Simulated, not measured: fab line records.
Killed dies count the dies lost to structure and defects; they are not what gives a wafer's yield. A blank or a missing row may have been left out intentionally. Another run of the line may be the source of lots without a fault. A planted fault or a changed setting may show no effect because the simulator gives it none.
fab line records	flow n5Finfet
record: lots: 6	wafers: 18	lastDay: 17
route steps=1938 shown DUMMY_GATE@250 SPACER0@258 SD_EPI_N@262 BEOL_M4@1111 PASSIVATION@1936
lots untouched by any fault: they come from a run of this same line in which no faults occurred
startH: the number of hours between the record's first day and the start of the first shown wafer of the lot	waitH: how many hours have passed since the lot's step before this one	" identical to the entry in the row above	L1.1+2: one row covering several wafers at once	- either no value or no given start	* or withheld: withheld	< > ~ a bound
route shown NAME@n: a module of which the file shows steps, and the number in the route of the first	usual: average and standard deviation across the fault-free wafers	same: alike in all rows	chamber/n: place in a boat	sites: the reading at each site	_std_site: their standard deviation	_edge_site: mean of outer sites minus mean of inner sites	radiusMm: how far each site lies from the wafer's centre	mask NAME#n: copy n	behind: the last tool/chamber to shape the wafer	hold: what put the lot on hold/how long, in hours/how the hold closed	device: which transistor (n, p or np) failed to switch	end of line: at the end of the route, the tests of the same wafers	a step with no rows: only its recipe	killed: not the wafer's yield, but the dies lost to structure and defects at the first sort	map: dies across one wafer; x = killed, . = not, _ = none there
set.NAME: the setting the step ran with; set.NAME@STEP: the setting that earlier step ran with	model.NAME: the simulator's own value behind a step, which no gauge read
certain route steps with their lots: each step a table, each wafer a row
services: the hour from which a tool's chamber was out of use, counted from the record's first day as startH (under 0 if before that day), plus the number of hours and why
== steps ==
step: N5_DUMMY_GATE_ETCH_42
recipe: chemistry: CHF3/O2	target: SiO2	targetDepthA: 35	timeS: 31	ionEnergyEv: 30	biasW: 12	pressureMtorr: 30	sourceW: 600	Ar_flow_sccm: 200	CHF3_flow_sccm: 50	O2_flow_sccm: 5
usual: O2_flow_sccm: 5.003/0.013	drypumpMotorCurrentA: 5.58/0.27	oes_ar_750_au: 0.78/0.074	oes_f_703_au: 0.78/0.076	oesProductAu: 0.78/0.076	rfFwdPowerW: 594.2/2.1	rfVppV: 42.5/1.1	showerheadPlenumPTorr: 2.44/0.058	throttleValvePct: 18.77/0.18
lot.wafer	tool	chamber	startH	waitH	O2_flow_sccm	drypumpMotorCurrentA	oes_ar_750_au	oes_f_703_au	oesProductAu	rfFwdPowerW	rfHoursCounterH	rfVppV	showerheadPlenumPTorr	throttleValvePct
L545.1	rieDiel-05	2	72.00	0.0	5.003	5.56	0.91	0.91	0.90	595.4	20	43.8	2.46	18.71
L545.3	"	3	"	"	5.018	5.55	0.73	0.73	0.72	593.5	185	42.9	2.39	18.97
L545.4	"	0	"	"	4.998	6.06	0.78	0.78	0.77	594.6	136	44.0	2.54	18.69
L551.1	rieDiel-01	2	110.03	0.1	5.023	5.27	0.70	0.71	0.69	595.0	206	41.9	2.39	18.71
L551.2	"	3	"	"	5.004	5.79	0.76	0.76	0.77	595.4	173	42.7	2.50	18.56
L551.5	"	0	"	"	4.995	6.05	0.67	0.69	0.67	595.6	-	41.6	2.45	18.99
L552.1	rieDiel-01	2	114.86	0.0	5.007	5.27	0.70	0.70	0.69	592.6	208	42.8	2.39	18.71
L552.3	"	0	"	"	4.985	6.10	0.67	0.69	0.67	597.8	247	42.4	2.45	19.00
L552.5	"	2	"	"	4.975	5.26	0.70	0.71	0.70	592.9	-	42.5	2.39	18.70
L554.2	rieDiel-05	3	127.49	0.0	4.998	5.56	0.72	0.72	0.71	592.7	201	42.3	2.39	19.01
L554.4	"	1	"	"	5.024	5.27	0.84	0.85	0.83	596.0	71	44.0	2.41	18.39
L554.5	"	3	"	"	5.003	5.55	0.71	0.72	0.71	593.0	-	40.9	2.39	18.99
L562.1	rieDiel-05	2	174.12	0.3	4.994	5.55	0.86	0.86	0.85	598.4	48	43.1	2.45	18.75
L562.4	"	1	"	"	5.031	5.31	0.82	0.84	0.82	592.5	84	44.0	2.41	18.39
L562.5	"	2	"	"	4.999	5.58	0.86	0.86	0.86	596.2	-	42.3	2.45	18.75
L563.2	rieDiel-01	0	179.81	0.0	5.007	6.07	0.91	0.92	0.89	597.3	13	39.5	2.44	18.61
L563.3	"	1	"	"	4.986	5.98	0.71	0.72	0.70	592.2	230	43.0	2.46	19.06
L563.5	"	2	"	"	4.995	5.27	0.69	0.69	0.67	596.8	-	41.8	2.38	18.76
step: N5_DUMMY_GATE_STRIP_48
recipe: chemistry: N2/H2	timeS: 20	powerW: 100	tempC: 40	pressureMtorr: 100	rfFrequencyHz: 6e+07	biasPowerW: 3	n2FlowSccm: 300	h2FlowSccm: 300
usual: drypumpMotorCurrentA: 5.59/0.27	oesProductAu: 0.77/0.073	rfVppV: 45.3/0.84	showerheadPlenumPTorr: 3.42/0.076	throttleValvePct: 12.26/0.19
lot.wafer	tool	chamber	startH	waitH	drypumpMotorCurrentA	oesProductAu	rfHoursCounterH	rfVppV	showerheadPlenumPTorr	throttleValvePct
L545.1	rieDiel-05	2	72.05	0.0	5.56	0.90	20	46.2	3.46	12.17
L545.3	"	3	"	"	5.55	0.72	185	44.3	3.34	12.31
L545.4	"	0	"	"	6.06	0.78	136	46.0	3.52	12.14
L551.1	rieDiel-01	2	110.08	0.0	5.25	0.70	206	45.3	3.35	12.29
L551.2	"	3	"	"	5.75	0.77	173	45.1	3.50	12.03
L551.5	"	0	"	"	6.11	0.66	-	45.3	3.48	12.76
L552.1	rieDiel-01	2	114.91	0.0	5.29	0.69	208	45.4	3.35	12.31
L552.3	"	0	"	"	6.10	0.66	247	46.0	3.48	12.76
L552.5	"	2	"	"	5.28	0.70	-	44.7	3.35	12.31
L554.2	rieDiel-05	3	127.54	0.0	5.56	0.71	201	45.5	3.33	12.34
L554.4	"	1	"	"	5.28	0.82	71	46.6	3.44	11.99
L554.5	"	3	"	"	5.56	0.71	-	45.8	3.33	12.34
L562.1	rieDiel-05	2	174.17	0.0	5.53	0.85	48	45.2	3.45	12.25
L562.4	"	1	"	"	5.28	0.81	84	45.1	3.43	12.00
L562.5	"	2	"	"	5.55	0.85	-	46.1	3.45	12.23
L563.2	rieDiel-01	0	179.86	0.0	6.08	0.90	13	46.0	3.47	12.17
L563.3	"	1	"	"	5.96	0.70	230	45.7	3.49	12.80
L563.5	"	2	"	"	5.29	0.68	-	45.5	3.34	12.37
step: N5_DUMMY_GATE_PRECLEAN_33
recipe: chemistry: dHF	timeS: 10	dilution: 750:1	tempC: 25
step: N5_DUMMY_GATE_PRECLEAN_25
recipe: chemistry: O3/DIW	timeS: 45	tempC: 22	o3Ppm: 10
step: N5_DUMMY_GATE_PRECLEAN_51
recipe: chemistry: SC2	timeS: 45	tempC: 35	mix: 1:1:50
step: N5_DUMMY_GATE_SRD_26
recipe: dry: ipaMarangoni	timeS: 30	tempC: 23	rinseLiquid: diw
step: N5_DUMMY_GATE_UV_OZONE_45
recipe: timeS: 120	pressureTorr: 760	tempC: 25
step: N5_DUMMY_GATE_INSPECT_27
recipe: inspectInstrument: brightfield	mode: aei
usual: rawDefectCount: 295/77
lot.wafer	tool	chamber	startH	waitH	rawDefectCount
L545.1	defectInspect-02	-	72.31	0.0	521
L545.3	"	-	"	"	441
L545.4	"	-	"	"	336
L551.1	defectInspect-02	-	110.27	0.0	232
L551.2	"	-	"	"	314
L551.5	"	-	"	"	386
L552.1	defectInspect-02	-	115.10	0.0	347
L552.3	"	-	"	"	311
L552.5	"	-	"	"	265
L554.2	defectInspect-02	-	127.73	0.0	336
L554.4	"	-	"	"	402
L554.5	"	-	"	"	266
L562.1	defectInspect-01	-	174.40	0.0	246
L562.4	"	-	"	"	259
L562.5	"	-	"	"	212
L563.2	defectInspect-02	-	180.04	0.0	205
L563.3	"	-	"	"	320
L563.5	"	-	"	"	423
step: N5_SPACER0_ALD_07
recipe: material: SiNx	targetThkA: 20	tempC: 400	aldPrecursorFamily: SiH2I2	aldCoReactant: N2/H2-plasma	pressureTorr: 2
usual: heaterPowerW: 879/100
lot.wafer	tool	chamber	startH	waitH	heaterPowerW
L545.1	aldSin-03	3	72.35	0.0	1067
L545.3	"	1	"	"	823
L545.4	"	0	"	"	875
L551.1	aldSin-04	2	110.31	0.0	927
L551.2	"	0	"	"	885
L551.5	"	3	"	"	759
L552.1	aldSin-01	3	115.13	0.0	803
L552.3	"	1	"	"	914
L552.5	"	1	"	"	904
L554.2	aldSin-04	3	127.77	0.0	760
L554.4	"	1	"	"	811
L554.5	"	0	"	"	895
L562.1	aldSin-01	1	174.44	0.0	919
L562.4	"	2	"	"	1085
L562.5	"	3	"	"	794
L563.2	aldSin-01	0	180.92	0.9	832
L563.3	"	1	"	"	903
L563.5	"	2	"	"	1080
step: N5_SPACER0_ALD_00
recipe: material: SiOCN	targetThkA: 35	tempC: 400	aldPrecursorFamily: alkyl-aminosilane	aldCoReactant: O2/N2-plasma	pulseTimeS: 3	purgeTimeS: 2	coReactantPurgeTimeS: 2	aldCycles: 58	pressureTorr: 2
usual: heaterPowerW: 876/100	precursorPulseHeightRel: 1.002/0.018
lot.wafer	tool	chamber	startH	waitH	heaterPowerW	precursorPulseHeightRel
L545.1	aldSin-03	3	72.50	0.1	1044	1.012
L545.3	"	1	"	"	800	0.993
L545.4	"	0	"	"	869	0.993
L551.1	aldSin-04	2	110.46	0.1	957	0.989
L551.2	"	0	"	"	910	1.003
L551.5	"	3	"	"	757	1.005
L552.1	aldSin-01	3	115.29	0.1	798	0.997
L552.3	"	1	"	"	892	1.008
L552.5	"	1	"	"	888	1.005
L554.2	aldSin-04	3	127.92	0.1	742	0.950
L554.4	"	1	"	"	793	1.037
L554.5	"	0	"	"	911	0.979
L562.1	aldSin-01	1	174.59	0.1	908	1.002
L562.4	"	2	"	"	1043	1.026
L562.5	"	3	"	"	813	1.032
L563.2	aldSin-01	0	181.07	0.1	833	1.006
L563.3	"	1	"	"	922	0.994
L563.5	"	2	"	"	1068	1.000
step: N5_SPACER0_ALD_08
recipe: material: SiNx	targetThkA: 20	tempC: 400	aldPrecursorFamily: SiH2I2	aldCoReactant: N2/H2-plasma	pressureTorr: 2
usual: heaterPowerW: 879/100
lot.wafer	tool	chamber	startH	waitH	heaterPowerW
L545.1	aldSin-03	3	72.76	0.1	1082
L545.3	"	1	"	"	827
L545.4	"	0	"	"	885
L551.1	aldSin-04	2	110.72	0.1	941
L551.2	"	0	"	"	894
L551.5	"	3	"	"	781
L552.1	aldSin-01	3	115.54	0.1	811
L552.3	"	1	"	"	898
L552.5	"	1	"	"	889
L554.2	aldSin-04	3	128.18	0.1	752
L554.4	"	1	"	"	793
L554.5	"	0	"	"	913
L562.1	aldSin-01	1	174.85	0.1	892
L562.4	"	2	"	"	1049
L562.5	"	3	"	"	798
L563.2	aldSin-01	0	181.33	0.1	819
L563.3	"	1	"	"	894
L563.5	"	2	"	"	1062
step: N5_SPACER0_INSPECT_04
recipe: inspectInstrument: darkfield	mode: postDep
usual: rawDefectCount: 135/32
lot.wafer	tool	chamber	startH	waitH	rawDefectCount
L545.1	defectInspect-01	-	72.92	0.1	219
L545.3	"	-	"	"	189
L545.4	"	-	"	"	134
L551.1	defectInspect-01	-	110.87	0.1	97
L551.2	"	-	"	"	130
L551.5	"	-	"	"	162
L552.1	defectInspect-01	-	115.70	0.1	172
L552.3	"	-	"	"	125
L552.5	"	-	"	"	119
L554.2	defectInspect-01	-	128.33	0.1	126
L554.4	"	-	"	"	194
L554.5	"	-	"	"	107
L562.1	defectInspect-02	-	175.01	0.1	97
L562.4	"	-	"	"	99
L562.5	"	-	"	"	110
L563.2	defectInspect-02	-	181.49	0.1	132
L563.3	"	-	"	"	151
L563.5	"	-	"	"	196
step: N5_SD_EPI_N_COAT_32
recipe: resist: SOC	tempC: 250	timeS: 60	spinRpm: 1500	resistThkNm: 350
usual: heaterPowerTotalW: 500.5/1.8	plateTempC: 250.01/0.19
lot.wafer	tool	chamber	startH	waitH	heaterPowerTotalW	plateTempC
L545.1	lithoTrack-01	0	72.95	0.0	502.3	249.91
L545.3	"	0	"	"	502.8	249.96
L545.4	"	0	"	"	497.7	249.79
L551.1	lithoTrack-03	0	110.90	0.0	499.4	250.16
L551.2	"	0	"	"	502.1	250.08
L551.5	"	0	"	"	498.4	249.99
L552.1	lithoTrack-03	0	115.73	0.0	860.6	272.28
L552.3	"	0	"	"	862.1	272.10
L552.5	"	0	"	"	860.3	272.14
L554.2	lithoTrack-03	0	128.36	0.0	860.4	272.24
L554.4	"	0	"	"	860.8	272.26
L554.5	"	0	"	"	860.6	272.19
L562.1	lithoTrack-01	0	175.04	0.0	501.8	250.14
L562.4	"	0	"	"	500.6	250.54
L562.5	"	0	"	"	499.7	249.98
L563.2	lithoTrack-02	0	181.52	0.0	498.1	249.66
L563.3	"	0	"	"	502.0	249.92
L563.5	"	0	"	"	501.1	249.72
step: N5_SD_EPI_N_COAT_33
recipe: resist: SiARC	tempC: 220	timeS: 60	spinRpm: 1500	resistThkNm: 35
step: N5_BEOL_M4_RC_MEAS_101
usual: DIBL_N: 35.8/1.5	DIBL_P: 35.9/1.8	IOFF_N: 0.152/0.025	IOFF_P: 0.21/0.031	ION_N: 672/11	ION_P: 462/7.4	SS_N: 71.5/0.52	SS_P: 73.2/0.54	VT_N: 250/3	VT_P: -250/3.3
lot.wafer	tool	chamber	startH	waitH	DIBL_N[mV/V]	DIBL_P[mV/V]	IOFF_N[nA/um]	IOFF_P[nA/um]	ION_N[uA/um]	ION_P[uA/um]	SS_N[mV/dec]	SS_P[mV/dec]	VT_N[mV]	VT_P[mV]
L545.1	prober-01	0	199.61	0.1	35.4	35.9	0.139	0.17	662	449	72.0	72.9	251	-252
L545.3	"	0	"	"	34.5	35.5	0.127	0.16	668	452	70.7	72.8	252	-254
L545.4	"	0	"	"	35.1	35.9	0.136	0.17	664	459	70.7	73.0	250	-254
L551.1	prober-01	0	239.21	0.0	37.3	34.8	0.157	0.20	658	452	71.4	73.3	251	-253
L551.2	"	0	"	"	37.0	34.5	0.139	0.20	677	461	71.0	74.2	253	-250
L551.5	"	0	"	"	36.4	33.4	0.132	0.18	666	457	71.2	73.0	252	-254
L552.1	prober-02	0	239.91	0.0	36.5	35.2	0.162	0.21	666	460	70.8	73.9	248	-250
L552.3	"	0	"	"	38.4	38.1	0.206	0.26	677	467	72.6	73.8	246	-250
L552.5	"	0	"	"	35.9	34.5	0.146	0.20	670	460	71.6	73.1	251	-251
L554.2	prober-02	0	244.38	0.2	37.2	36.9	0.168	0.23	680	467	71.7	73.2	248	-247
L554.4	"	0	"	"	34.6	34.5	0.126	0.19	661	463	71.7	72.6	255	-253
L554.5	"	0	"	"	33.3	31.8	0.108	0.16	658	456	70.8	72.7	254	-254
L562.1	prober-02	0	300.36	0.0	34.1	34.8	0.141	0.20	655	454	71.6	73.6	250	-249
L562.4	"	0	"	"	35.3	36.5	0.157	0.22	672	467	71.7	73.4	248	-248
L562.5	"	0	"	"	37.5	39.3	0.206	0.28	681	471	71.9	74.0	247	-246
L563.2	prober-01	0	303.50	0.2	34.3	33.5	0.120	0.19	653	455	70.4	72.2	256	-250
L563.3	"	0	"	"	38.3	38.4	0.200	0.28	685	470	71.4	72.8	249	-244
L563.5	"	0	"	"	33.3	32.8	0.114	0.18	656	455	70.2	72.3	252	-251
step: N5_PASSIVATION_PROBE_49
usual: defectLimitedYield: 91.7/1.7	killed_at_M0_to_M3: 34/10	killed_at_M4_up: 13/5.1	killedAtContacts: 12/6.2	killedAtFrontEnd: 36/12	killedAtOther: 3.2/2.6	killedDies: 98/20	killedOpen: 65/13	killedShort: 32/8.4	sort_bin_5_function: 4.8/1.1	sort_bin_6_memory: 3.2/0.74	sortNPass: 1082/20	sortYieldPct: 91.7/1.7
same: grossDies: 1180	killedAtBackSide: 0	sort_bin_4_leakage[%]: 0	sort_bin_8_speed[%]: 0
lot.wafer	tool	chamber	startH	waitH	defectLimitedYield[%]	killed_at_M0_to_M3	killed_at_M4_up	killedAtContacts	killedAtFrontEnd	killedAtOther	killedDies	killedOpen	killedShort	sort_bin_5_function[%]	sort_bin_6_memory[%]	sortNPass	sortYieldPct[%]
L545.1	prober-02	-	307.36	0.0	91.6	27	11	11	47	3	99	75	24	5.5	2.7	1081	91.6
L545.3	prober-02	-	307.46	0.1	91.2	44	11	10	38	1	104	70	33	5.8	2.9	1076	91.2
L545.4	prober-02	-	307.51	0.2	90.9	42	11	15	35	4	107	70	35	5.7	3.1	1073	90.9
L552.1	prober-01	-	340.42	0.0	92.8	27	15	14	26	3	85	60	24	4.3	2.7	1095	92.8
L552.3	prober-01	-	340.52	0.1	93.9	24	18	9	21	0	72	48	22	2.7	3.1	1108	93.9
L552.5	prober-01	-	340.62	0.2	91.2	31	14	14	42	3	104	52	43	4.6	3.3	1076	91.2
L551.1	prober-02	-	345.14	0.0	90.9	37	12	22	32	4	107	80	27	5.8	3.1	1073	90.9
L551.2	prober-02	-	345.19	0.1	86.7	59	21	24	46	7	157	104	52	7.7	5.3	1023	86.7
L551.5	prober-02	-	345.34	0.2	91.8	36	15	20	18	8	97	69	28	4.8	3.0	1083	91.8
killed by level:class
L545.1 STI_FIN_REVEAL:geometricParticle:open=11 MOL_CONTACT_COAG:geometricParticle:open=11 FIN_SAQP:geometricParticle:open=9 BEOL_M2:geometricParticle:open=7 BEOL_M0_SAQP:geometricParticle:short=7 GATE_CUT:geometricParticle:open=6 GATE_CUT:geometricParticle:short=6 STI_FIN_REVEAL:geometricParticle:short=5
L545.3 BEOL_M0_SAQP:geometricParticle:open=15 STI_FIN_REVEAL:geometricParticle:open=14 BEOL_M3:geometricParticle:open=11 BEOL_M0_SAQP:geometricParticle:short=11 MOL_CONTACT_COAG:geometricParticle:open=7 FIN_SAQP:geometricParticle:open=5 BEOL_M8:geometricParticle:open=5 GATE_CUT:geometricParticle:short=4
L545.4 MOL_CONTACT_COAG:geometricParticle:open=11 BEOL_M0_SAQP:geometricParticle:open=11 GATE_CUT:geometricParticle:short=10 FIN_SAQP:geometricParticle:open=6 BEOL_M1:geometricParticle:short=6 BEOL_M2:geometricParticle:open=6 BEOL_M3:geometricParticle:open=6 STI_FIN_REVEAL:geometricParticle:open=5
L552.1 MOL_CONTACT_COAG:geometricParticle:open=12 BEOL_M4:geometricParticle:open=10 BEOL_M0_SAQP:geometricParticle:open=7 STARTING-WAFER:geometricParticle:open=5 BEOL_M3:geometricParticle:short=5 FIN_SAQP:geometricParticle:open=4 BEOL_M0_SAQP:geometricParticle:short=4 FIN_CUT:geometricParticle:open=3
L552.3 BEOL_M4:geometricParticle:open=8 MOL_CONTACT_COAG:geometricParticle:open=6 BEOL_M4:geometricParticle:short=6 GATE_CUT:geometricParticle:open=5 BEOL_M0:geometricParticle:short=5 BEOL_M0:geometricParticle:open=5 BEOL_M1:geometricParticle:open=5 STI_FIN_REVEAL:geometricParticle:open=4
L552.5 BEOL_M0_SAQP:geometricParticle:short=12 MOL_CONTACT_COAG:geometricParticle:open=10 FIN_SAQP:geometricParticle:short=9 BEOL_M0_SAQP:geometricParticle:open=9 HKMG_FIN:areaEtch=8 FIN_SAQP:geometricParticle:open=7 BEOL_M4:geometricParticle:open=5 MOL_CONTACT_COAG:geometricParticle:short=4
L551.1 MOL_CONTACT_COAG:geometricParticle:open=18 BEOL_M0_SAQP:geometricParticle:open=9 BEOL_M1:geometricParticle:open=9 BEOL_M0_SAQP:geometricParticle:short=8 FIN_SAQP:geometricParticle:open=7 STARTING-WAFER:geometricParticle:open=7 BEOL_M4:geometricParticle:open=7 STI_FIN_REVEAL:geometricParticle:open=4
L551.2 MOL_CONTACT_COAG:geometricParticle:open=18 FIN_SAQP:geometricParticle:short=14 FIN_SAQP:geometricParticle:open=14 BEOL_M1:geometricParticle:open=13 BEOL_M2:geometricParticle:open=13 BEOL_M4:geometricParticle:open=11 BEOL_M0_SAQP:geometricParticle:short=9 BEOL_M0_SAQP:geometricParticle:open=9
L551.5 MOL_CONTACT_COAG:geometricParticle:open=16 BEOL_M0_SAQP:geometricParticle:open=7 BEOL_M1:geometricParticle:open=7 BEOL_M2:geometricParticle:open=6 BEOL_M4:geometricParticle:open=6 FIN_SAQP:geometricParticle:short=5 FIN_SAQP:geometricParticle:open=5 DUMMY_GATE:geometricParticle:open=5
== services ==
tool	chamber	startH	hours	kind
aldSin-01	-	50.80	6.6	repair
rieDiel-05	1	73.51	5.2	repair
aldSin-01	-	85.29	14.0	pm
aldSin-01	0	85.29	14.0	ventCycle
aldSin-01	1	85.29	14.0	ventCycle
aldSin-01	2	85.29	14.0	ventCycle
aldSin-01	3	85.29	14.0	ventCycle
aldSin-01	0	99.29	-	clean
aldSin-01	1	99.29	-	clean
aldSin-01	2	99.29	-	clean
aldSin-01	3	99.29	-	clean
rieDiel-01	0	126.57	-	clean
rieDiel-01	0	126.57	-	consumableReplace:focusRing
rieDiel-01	0	126.57	18.5	scheduledDown
rieDiel-01	0	126.57	18.5	ventCycle
aldSin-01	3	141.04	5.9	repair
rieDiel-01	3	157.99	1.5	repair
aldSin-03	-	177.36	14.0	pm
aldSin-03	0	177.36	14.0	ventCycle
aldSin-03	1	177.36	14.0	ventCycle
aldSin-03	2	177.36	14.0	ventCycle
aldSin-03	3	177.36	14.0	ventCycle
== key ==
firstSign: step: N5_SD_EPI_N_COAT_32	reading: heaterPowerTotalW	direction: up	sigmas: 99+	usual: *	struck: *
effect: step: N5_SD_EPI_N_COAT_32	reading: plateTempC	direction: up	sigmas: 99+	usual: *	struck: *
metAt N5_SD_EPI_N_COAT_32
struckWafers L552.1,L552.3,L552.5,L554.2,L554.4,L554.5
baselineLoss: step: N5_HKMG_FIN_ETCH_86	wafers: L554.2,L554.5
onsetBetween 110.90 115.73
fault: kind: processParameterDrift	tool: lithoTrack-03	chamber: -	onsetH: 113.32	steps: N5_SD_EPI_N_COAT_32	channel: tempC	offset: *	shape: step	endH: 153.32	actsIn: *	stated: *
baselineLoss: these wafers lose ten dies or more at that step, a loss of the line's own and not of a fault; the sort's usual values leave them out
